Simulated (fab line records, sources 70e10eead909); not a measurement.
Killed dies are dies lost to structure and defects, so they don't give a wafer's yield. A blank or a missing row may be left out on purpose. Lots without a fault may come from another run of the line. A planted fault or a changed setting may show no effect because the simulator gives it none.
fab line records | flow nand_harc
record lots=6 wafers=18 last_day=33
route steps=1302 shown A_BONDPAD@1233 HYBRID_BOND@1237 THIN_TSV@1244
lots that met no fault: from a run of the same line without faults
start_h: hours from the record's first day to the start of the lot's first wafer shown | wait_h: hours since the lot's step before | " the same as in the row above | L1.1+2: a row that stands for several wafers | - no value, or no start given | * or withheld: withheld | < > ~ a bound
route shown NAME@n: a module of which the file shows steps, and the number in the route of the first | usual: mean/standard deviation of fault-free wafers | same: alike in all rows | chamber/n: place in a boat | sites: the reading at each site | _std_site: their standard deviation | _edge_site: outer sites' mean less inner sites' | radius_mm: how far each site lies from the wafer's centre | mask NAME#n: copy n | behind: the tool/chamber that last shaped the wafer | hold: why the lot was held/for how many hours/how that ended | device: the transistor (n, p or np) that didn't switch | end of line: the same wafers' tests at the end of the route | a step without rows: its recipe alone | killed: dies lost to structure and defects at the first sort, not the wafer's yield | map: a wafer's dies, x killed, . not, _ none there
set.NAME: the setting as run; set.NAME@STEP: as run at that earlier step | model.NAME: the simulator's own value behind a step, which no gauge read
lots at some steps of the route; a table a step, a row a wafer
services: from which hour (start_h, from the record's first day; less than 0 if before it) a tool's chamber was out of use, for how many hours, and why
## steps
# step NHARC_A_BONDPAD_SRD_21
# recipe time_s=30 temp_c=23 dry_time_s=20 spin_rpm=1500
# step NHARC_A_BONDPAD_INSPECT_23
# usual raw_defect_count=532/120
# columns lot.wafer tool chamber start_h wait_h raw_defect_count
L681.3 defect_inspect-02 - 590.60 0.0 395
L681.4 " - " " 421
L681.6 " - " " 393
L691.4 defect_inspect-01 - 703.03 0.0 638
L691.5 " - " " 866
L691.6 " - " " 523
L692.1 defect_inspect-02 - 706.54 0.0 405
L692.4 " - " " 450
L692.5 " - " " 489
L694.1 defect_inspect-02 - 722.07 0.0 445
L694.4 " - " " 427
L694.6 " - " " 559
L695.2 defect_inspect-02 - 736.82 0.0 684
L695.5 " - " " 583
L695.6 " - " " 480
L698.1 defect_inspect-01 - 765.84 0.0 459
L698.5 " - " " 628
L698.6 " - " " 538
# step NHARC_HYBRID_BOND_ACTIVATE_00
# recipe time_s=60 n2_flow_sccm=200 ar_flow_sccm=0 bias_power_w=0 chemistry=N2
# usual drypump_motor_current_A=5.7/0.41 oes_product_au=1.008/0.016 rf_vpp_V=63.8/0.94 showerhead_plenum_p_Torr=1.72/0.074
# columns lot.wafer tool chamber start_h wait_h drypump_motor_current_A oes_product_au rf_hours_counter_h rf_vpp_V showerhead_plenum_p_Torr
L681.4 rie_diel-07 3 590.66 0.1 5.8 1.024 8 63.7 1.65
L681.3 " 1 " " 5.3 0.990 8 64.4 1.75
L681.6 " 0 " " 5.1 1.028 - 63.8 1.85
L691.4 rie_diel-07 0 703.12 0.1 5.1 0.991 4 63.8 1.85
L691.5 " 2 " " 5.8 1.015 - 63.6 1.70
L691.6 " 3 " " 5.8 1.026 - 62.8 1.64
L692.1 rie_diel-13 0 706.60 0.1 5.4 0.991 0 63.8 1.69
L692.4 " 3 " " 6.6 0.977 0 64.2 1.76
L692.5 " 0 " " 5.4 0.999 - 62.9 1.69
L694.1 rie_diel-02 1 722.15 0.1 6.1 1.008 47 64.3 1.85
L694.4 " 0 " " 5.6 0.986 - 64.2 1.66
L694.6 " 2 " " 5.6 0.980 - 64.0 1.63
L695.2 rie_diel-02 0 736.88 0.1 5.6 0.995 47 62.1 1.66
L695.5 " 0 " " 5.6 0.986 - 63.1 1.66
L695.6 " 1 " " 6.1 0.994 - 64.5 1.85
L698.1 rie_diel-13 1 765.90 0.1 5.6 1.010 21 63.6 1.73
L698.5 " 1 " " 5.6 1.005 - 64.3 1.73
L698.6 " 2 " " 6.2 1.016 - 63.6 1.65
# step NHARC_HYBRID_BOND_PRECLEAN_01
# recipe time_s=300 temp_c=23 chemistry=DIW
# step NHARC_HYBRID_BOND_SRD_02
# recipe time_s=30 temp_c=23 dry_time_s=20 spin_rpm=1500
# step NHARC_HYBRID_BOND_BOND_03
# recipe temp_c=25
# step NHARC_HYBRID_BOND_ANNEAL_04
# recipe temp_c=300 time_s=7200 ramp_up_c_per_min=5 ramp_down_c_per_min=3 idle_temp_c=100 pressure_atm=1
# step NHARC_HYBRID_BOND_OVL_MEAS_05
# usual overlay_x_nm=1/31 overlay_y_nm=-3/33
# columns lot.wafer tool chamber start_h wait_h overlay_x_nm overlay_y_nm
L681.3 overlay-02 - 598.08 0.4 -4 15
L681.4 " - " " -11 -42
L681.6 " - " " 22 -44
L692.1 overlay-02 - 715.29 0.4 -19 10
L692.4 " - " " 0 31
L692.5 " - " " 18 0
L691.4 overlay-01 - 715.29 0.4 -7 -55
L691.5 " - " " 36 -22
L691.6 " - " " -27 -52
L694.1 overlay-02 - 731.34 0.4 -48 -33
L694.4 " - " " -6 -31
L694.6 " - " " -4 -34
L695.2 overlay-02 - 754.23 0.4 -16 22
L695.5 " - " " 7 -6
L695.6 " - " " -39 35
L698.1 overlay-02 - 775.16 0.4 -45 28
L698.5 " - " " 23 -15
L698.6 " - " " 74 -30
# step NHARC_HYBRID_BOND_INSPECT_06
# recipe inspect_instrument=ir_void
# usual raw_defect_count=88/44
# columns lot.wafer tool chamber start_h wait_h raw_defect_count
L681.3 defect_inspect-02 - 598.13 0.1 26
L681.4 " - " " 23
L681.6 " - " " 26
L692.1 defect_inspect-02 - 715.34 0.0 71
L692.4 " - " " 85
L692.5 " - " " 82
L691.4 defect_inspect-01 - 715.35 0.1 111
L691.5 " - " " 109
L691.6 " - " " 131
L694.1 defect_inspect-02 - 731.39 0.0 105
L694.4 " - " " 108
L694.6 " - " " 94
L695.2 defect_inspect-01 - 754.29 0.1 103
L695.5 " - " " 98
L695.6 " - " " 98
L698.1 defect_inspect-01 - 775.21 0.0 75
L698.5 " - " " 56
L698.6 " - " " 65
# step NHARC_THIN_TSV_GRIND_00
# recipe target_thk_um=6
# usual motor_current_A=11.999/0.019
# columns lot.wafer tool chamber start_h wait_h motor_current_A
L681.3 grinder-01 0 598.67 0.5 12.036
L681.4 " 0 " " 11.989
L681.6 " 0 " " 12.026
L691.4 grinder-01 0 716.10 0.7 12.002
L691.5 " 0 " " 11.984
L691.6 " 0 " " 11.980
L692.1 grinder-01 0 716.70 1.4 12.005
L692.4 " 0 " " 11.997
L692.5 " 0 " " 11.994
L694.1 grinder-01 0 731.54 0.1 12.018
L694.4 " 0 " " 11.986
L694.6 " 0 " " 11.985
L695.2 grinder-01 0 755.83 1.5 12.011
L695.5 " 0 " " 11.993
L695.6 " 0 " " 11.989
L698.1 grinder-01 0 776.26 1.0 12.008
L698.5 " 0 " " 11.990
L698.6 " 0 " " 12.002
# step NHARC_THIN_TSV_CMP_01
# recipe target_thk_um=3
# usual edge_zone_pressure_frac=0.999/0.0049 motor_current_A=12.4/1.1
# columns lot.wafer tool chamber start_h wait_h edge_zone_pressure_frac motor_current_A
L681.4 cmp-04 1 599.51 0.4 1.005 12.7
L681.3 " 3 " " 1.002 12.5
L681.6 " 1 " " 1.001 12.4
L691.4 cmp-02 3 716.75 0.5 - -
L691.5 " 2 " " - -
L691.6 " 3 " " - -
L692.4 cmp-01 3 717.95 0.4 - -
L692.1 " 1 " " - -
L692.5 " 2 " " - -
L694.4 cmp-02 2 732.79 0.4 0.998 11.0
L694.1 " 3 " " 1.001 11.7
L694.6 " 2 " " 1.001 10.6
L695.2 cmp-04 2 756.84 0.8 1.002 12.6
L695.5 " 2 " " 0.991 14.1
L695.6 " 3 " " 0.999 12.3
L698.1 cmp-04 3 777.54 1.1 0.997 12.8
L698.5 " 1 " " 0.993 13.1
L698.6 " 2 " " 1.007 14.6
# step NHARC_THIN_TSV_THK_MEAS_02
# recipe thk_meas_gauge=ir
# usual thk_nm=3030/200
# columns lot.wafer tool chamber start_h wait_h thk_nm
L681.3 film_metro-01 - 599.75 - 3161
L681.4 " - " " 2766
L681.6 " - " " 2890
L691.4 film_metro-02 - 716.99 0.2 6258
L691.5 " - " " 6037
L691.6 " - " " 6128
L692.1 film_metro-01 - 718.18 0.2 6249
L692.4 " - " " 6532
L692.5 " - " " 5972
L694.1 film_metro-02 - 733.02 - 3217
L694.4 " - " " 3108
L694.6 " - " " 3178
L695.2 film_metro-02 - 757.11 - 2897
L695.5 " - " " 3202
L695.6 " - " " 2822
L698.1 film_metro-02 - 777.75 - 3131
L698.5 " - " " 3223
L698.6 " - " " 3352
# step NHARC_THIN_TSV_SRD_03
## services
# columns tool chamber start_h hours kind
rie_diel-02 0 570.31 8.6 repair
rie_diel-02 - 570.87 9.0 pm
cmp-02 - 578.27 49.2 repair
grinder-01 - 586.52 4.2 repair
cmp-04 - 601.07 4.0 pm
cmp-04 - 606.51 3.2 repair
rie_diel-07 2 610.49 10.9 repair
rie_diel-13 0 610.55 8.2 repair
rie_diel-13 1 628.30 5.6 repair
rie_diel-02 2 640.28 9.2 repair
rie_diel-07 - 648.41 9.0 pm
cmp-02 - 688.80 0.6 repair
rie_diel-07 - 692.33 1.1 repair
cmp-04 - 695.81 3.9 repair
rie_diel-13 - 697.05 9.0 pm
grinder-01 - 698.61 2.4 repair
rie_diel-02 3 717.55 6.1 repair
cmp-02 - 725.44 4.0 pm
grinder-01 - 736.00 8.0 pm
cmp-02 - 741.83 0.3 repair
cmp-02 - 748.71 5.5 repair
rie_diel-02 - 750.30 9.0 pm
cmp-02 - 756.24 1.1 repair
grinder-01 - 774.72 1.5 repair
## key
first_sign step=NHARC_THIN_TSV_CMP_01 reading=tool_record direction=missing
effect step=NHARC_THIN_TSV_THK_MEAS_02 reading=thk_nm direction=up sigmas=15 usual=3030 struck=6196
met_at NHARC_THIN_TSV_CMP_01
struck_wafers L691.4,L691.5,L691.6,L692.1,L692.4,L692.5
later_rows_left_out L691.4,L691.5,L691.6,L692.1,L692.4,L692.5
sort_left_out L691.4,L691.5,L691.6,L692.1,L692.4,L692.5
fault kind=skipped_step_whole tool=cmp-01,cmp-02 chamber=- onset_h=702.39 steps=NHARC_THIN_TSV_CMP_01 scope=struck_lots_only
# sort_left_out: the simulated sort isn't trusted on such a fault, so these wafers' sort isn't shown, and their yield isn't known
# later_rows_left_out: the simulator's readings of these wafers behind a module that went badly wrong aren't trusted and aren't shown, but for the sort
